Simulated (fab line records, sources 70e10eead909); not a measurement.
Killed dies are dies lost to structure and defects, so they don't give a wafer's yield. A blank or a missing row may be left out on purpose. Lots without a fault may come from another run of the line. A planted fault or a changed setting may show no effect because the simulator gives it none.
Which tool did it? | flow nand_harc | 12 lots, 36 wafers sampled, at 6 steps of a route of 1159

WHAT THE GAUGES READ, wafer by wafer
NHARC_P_GATE_CD_MEAS_91: target cd 2000 nm. Usual: cd_nm 2000 nm, standard deviation 3.
lot  | measured     | on        | cd_nm (nm)     | flag
L894 | day 5 06:25  | cd_sem-01 | 1999 1999 2001 |
L893 | day 5 07:26  | cd_sem-03 | 1998 1996 1993 |
L895 | day 5 22:19  | cd_sem-03 | 1996 1998 2000 |
L897 | day 6 06:04  | cd_sem-03 | 1999 1998 1994 |
L899 | day 7 01:04  | cd_sem-03 | 2002 1999 2002 |
L900 | day 7 14:42  | cd_sem-02 | 1994 1999 1998 |
L902 | day 7 17:15  | cd_sem-01 | 2003 2003 2003 |
L904 | day 8 15:39  | cd_sem-01 | 1997 1999 2002 |
L907 | day 8 22:54  | cd_sem-01 | 2182 2181 2186 | OFF
L912 | day 9 23:20  | cd_sem-03 | 1997 2000 2000 |
L916 | day 11 01:20 | cd_sem-03 | 2004 2004 2004 |
L915 | day 11 03:47 | cd_sem-02 | 2002 1992 1998 |

NHARC_END_SORT_01. Usual: killed_at_array 31, standard deviation 11; killed_at_other 0.5, standard deviation 0.78; killed_at_periphery 3.0, standard deviation 2; killed_dies 34, standard deviation 12; killed_open 3.2, standard deviation 2; killed_short 1.9, standard deviation 1.6.
lot  | measured     | on        | killed_at_array | killed_at_other | killed_at_periphery | killed_dies | killed_open | killed_short | flag
L907 | day 23 20:34 | prober-02 | 27 42           | 1 0             | 10 9                | 38 51       | 0 6         | 2 2          | OFF

WHICH TOOL RAN EACH LOT (tool, then ch and the chambers of the sampled wafers, then the start)
lot  | NHARC_P_GATE_STRIP_101            | NHARC_P_GATE_STRIP_76                | NHARC_P_GATE_EXPOSE_88            | NHARC_P_GATE_RTA_80
L894 | rie_diel-04 ch 0,1,3, day 5 02:09 | plasma_asher-02 ch 0,1, day 5 05:29  | krf_scanner-04 ch 0, day 5 06:15  | rtp_anneal-01 ch 0, day 5 09:05
L893 | rie_diel-04 ch 2,3, day 5 02:39   | plasma_asher-02 ch 0,1, day 5 06:31  | krf_scanner-02 ch 0, day 5 07:16  | rtp_anneal-01 ch 0, day 5 10:59
L895 | rie_diel-01 ch 0,1, day 5 17:59   | plasma_asher-01 ch 0, day 5 21:23    | krf_scanner-04 ch 0, day 5 22:10  | rtp_anneal-02 ch 0, day 6 00:46
L897 | rie_diel-04 ch 0,2,3, day 6 01:46 | plasma_asher-02 ch 0,1, day 6 05:17  | krf_scanner-04 ch 0, day 6 05:55  | rtp_anneal-01 ch 0, day 6 08:33
L899 | rie_diel-04 ch 0,3, day 6 20:48   | plasma_asher-01 ch 0,1, day 7 00:09  | krf_scanner-01 ch 0, day 7 00:55  | rtp_anneal-02 ch 0, day 7 03:42
L900 | rie_diel-03 ch 0,1, day 7 10:25   | plasma_asher-02 ch 0,1, day 7 13:47  | krf_scanner-02 ch 0, day 7 14:33  | rtp_anneal-02 ch 0, day 7 17:10
L902 | rie_diel-03 ch 0,3, day 7 12:52   | plasma_asher-01 ch 1, day 7 16:27    | krf_scanner-02 ch 0, day 7 17:06  | rtp_anneal-02 ch 0, day 7 19:53
L904 | rie_diel-01 ch 0,1,2, day 8 11:19 | plasma_asher-01 ch 0,1, day 8 14:53  | krf_scanner-02 ch 0, day 8 15:30  | rtp_anneal-02 ch 0, day 8 18:16
L907 | rie_diel-01 ch 0,2,3, day 8 18:43 | plasma_asher-01 ch 0,1, day 8 22:07  | krf_scanner-02 ch 0, day 8 22:44  | rtp_anneal-02 ch 0, day 9 01:19
L912 | rie_diel-01 ch 1,2, day 9 18:23   | plasma_asher-01 ch 0,1, day 9 22:25  | krf_scanner-04 ch 0, day 9 23:10  | rtp_anneal-02 ch 0, day 10 01:52
L916 | rie_diel-03 ch 1,2, day 10 20:58  | plasma_asher-02 ch 0,1, day 11 00:34 | krf_scanner-02 ch 0, day 11 01:11 | rtp_anneal-01 ch 0, day 11 03:50
L915 | rie_diel-03 ch 0,1, day 10 23:02  | plasma_asher-02 ch 0,1, day 11 02:52 | krf_scanner-01 ch 0, day 11 03:38 | rtp_anneal-02 ch 0, day 11 06:15
- NHARC_P_GATE_STRIP_101: strips in O2, time 20 s.
- NHARC_P_GATE_STRIP_76: strips in O2.
- NHARC_P_GATE_EXPOSE_88: exposes mask P HVN, target cd 2000 nm.
- NHARC_P_GATE_RTA_80: time 30 s.

WHAT THE TOOLS THEMSELVES READ (means of the sampled wafers that have a number; where no wafer has one, the mark that the record gives instead)
NHARC_P_GATE_STRIP_101. Usual: drypump_motor_current_A 5.6 A, standard deviation 0.4; o2_flow_sccm 500.0 sccm, standard deviation 1.5; oes_product_au 1.000 a.u., standard deviation 0.014; rf_vpp_V 57.8 V, standard deviation 0.98; showerhead_plenum_p_Torr 3.55 Torr, standard deviation 0.15; throttle_valve_pct 17.037 %, standard deviation 0.0093.
lot  | tool        | drypump_motor_current_A (A) | o2_flow_sccm (sccm) | oes_product_au (a.u.) | rf_vpp_V (V) | showerhead_plenum_p_Torr (Torr) | throttle_valve_pct (%) | flag
L894 | rie_diel-04 | 5.5                         | 500.0               | 0.989                 | 57.6         | 3.65                            | 17.047                 |
L893 | rie_diel-04 | 5.5                         | 498.4               | 0.994                 | 58.6         | 3.54                            | 17.033                 |
L895 | rie_diel-01 | 5.5                         | 498.3               | 0.992                 | 57.2         | 3.41                            | 17.034                 |
L897 | rie_diel-04 | 5.3                         | 501.7               | 1.004                 | 58.5         | 3.61                            | 17.033                 |
L899 | rie_diel-04 | 5.2                         | 498.4               | 1.011                 | 57.8         | 3.69                            | 17.041                 |
L900 | rie_diel-03 | 5.2                         | 500.2               | 0.998                 | 58.4         | 3.52                            | 17.040                 |
L902 | rie_diel-03 | 5.3                         | 499.8               | 0.998                 | 58.3         | 3.44                            | 17.036                 |
L904 | rie_diel-01 | 5.7                         | 500.5               | 1.003                 | 58.2         | 3.68                            | 17.032                 |
L907 | rie_diel-01 | 5.7                         | 500.3               | 0.987                 | 57.4         | 3.54                            | 17.038                 |
L912 | rie_diel-01 | 5.6                         | 501.1               | 1.008                 | 58.2         | 3.74                            | 17.030                 |
L916 | rie_diel-03 | 5.9                         | 500.6               | 1.001                 | 58.0         | 3.41                            | 17.039                 |
L915 | rie_diel-03 | 5.3                         | 500.9               | 0.992                 | 57.6         | 3.57                            | 17.028                 |

NHARC_P_GATE_STRIP_76. Usual: drypump_motor_current_A 5.5 A, standard deviation 0.32; heater_power_w 332 W, standard deviation 18.
lot  | tool            | drypump_motor_current_A (A) | heater_power_w (W) | flag
L894 | plasma_asher-02 | 5.4                         | 342                |
L893 | plasma_asher-02 | 5.7                         | 349                |
L895 | plasma_asher-01 | 5.7                         | 346                |
L897 | plasma_asher-02 | 5.4                         | 340                |
L899 | plasma_asher-01 | 5.4                         | 323                |
L900 | plasma_asher-02 | 5.4                         | 350                |
L902 | plasma_asher-01 | 5.3                         | 307                |
L904 | plasma_asher-01 | 5.4                         | 319                |
L907 | plasma_asher-01 | 5.6                         | 336                |
L912 | plasma_asher-01 | 5.6                         | 332                |
L916 | plasma_asher-02 | 5.7                         | 344                |
L915 | plasma_asher-02 | 5.7                         | 340                |

NHARC_P_GATE_RTA_80. Usual: lamp_power_pct 2.257 %, standard deviation 0.0086; lamp_zone_1_pct 2.257 %, standard deviation 0.0088; lamp_zone_7_pct 2.368 %, standard deviation 0.0091; wafer_temp_C_max 301.4, standard deviation 0.34.
lot  | tool          | lamp_power_pct (%) | lamp_zone_1_pct (%) | lamp_zone_7_pct (%) | wafer_temp_C_max | flag
L894 | rtp_anneal-01 | 2.251              | 2.252               | 2.363               | 301.1            |
L893 | rtp_anneal-01 | 2.244              | 2.244               | 2.353               | 301.7            |
L895 | rtp_anneal-02 | 2.259              | 2.260               | 2.370               | 301.4            |
L897 | rtp_anneal-01 | 2.243              | 2.245               | 2.355               | 301.8            |
L899 | rtp_anneal-02 | 2.264              | 2.265               | 2.376               | 301.3            |
L900 | rtp_anneal-02 | 2.264              | 2.263               | 2.377               | 301.4            |
L902 | rtp_anneal-02 | 2.262              | 2.259               | 2.370               | 301.0            |
L904 | rtp_anneal-02 | 2.259              | 2.260               | 2.370               | 301.3            |
L907 | rtp_anneal-02 | 2.262              | 2.264               | 2.372               | 301.1            |
L912 | rtp_anneal-02 | 2.259              | 2.259               | 2.369               | 301.5            |
L916 | rtp_anneal-01 | 2.244              | 2.243               | 2.354               | 301.8            |
L915 | rtp_anneal-02 | 2.264              | 2.264               | 2.375               | 301.1            |

THE ANSWER, worked out from the rows above alone
Rule: a lot is off if the mean of its wafers that have a number lies more than 3 standard deviations from the usual mean. A lot without any number at a reading at which 4 lots or more have one is off too. The other lots that the step has rows for count as sound. The gauges are gone through in route order, then the tools' own readings, and for those a lot's mean is taken as printed above. The first step at which some lot is off is used, and at that step the reading that is off furthest; a lot without a number counts as furthest.
Off: L907, at NHARC_P_GATE_CD_MEAS_91 (cd_nm).
A tool fits if, at a process step before that reading, it ran every lot that is off, and no sound lot after the first of them. The gauges at NHARC_P_GATE_CD_MEAS_91 aren't tried: what is off there is off at NHARC_END_SORT_01 too, on other tools, and a gauge's error can't cause that. None of those tried fits.

WHAT THE SIMULATOR HAD PUT IN
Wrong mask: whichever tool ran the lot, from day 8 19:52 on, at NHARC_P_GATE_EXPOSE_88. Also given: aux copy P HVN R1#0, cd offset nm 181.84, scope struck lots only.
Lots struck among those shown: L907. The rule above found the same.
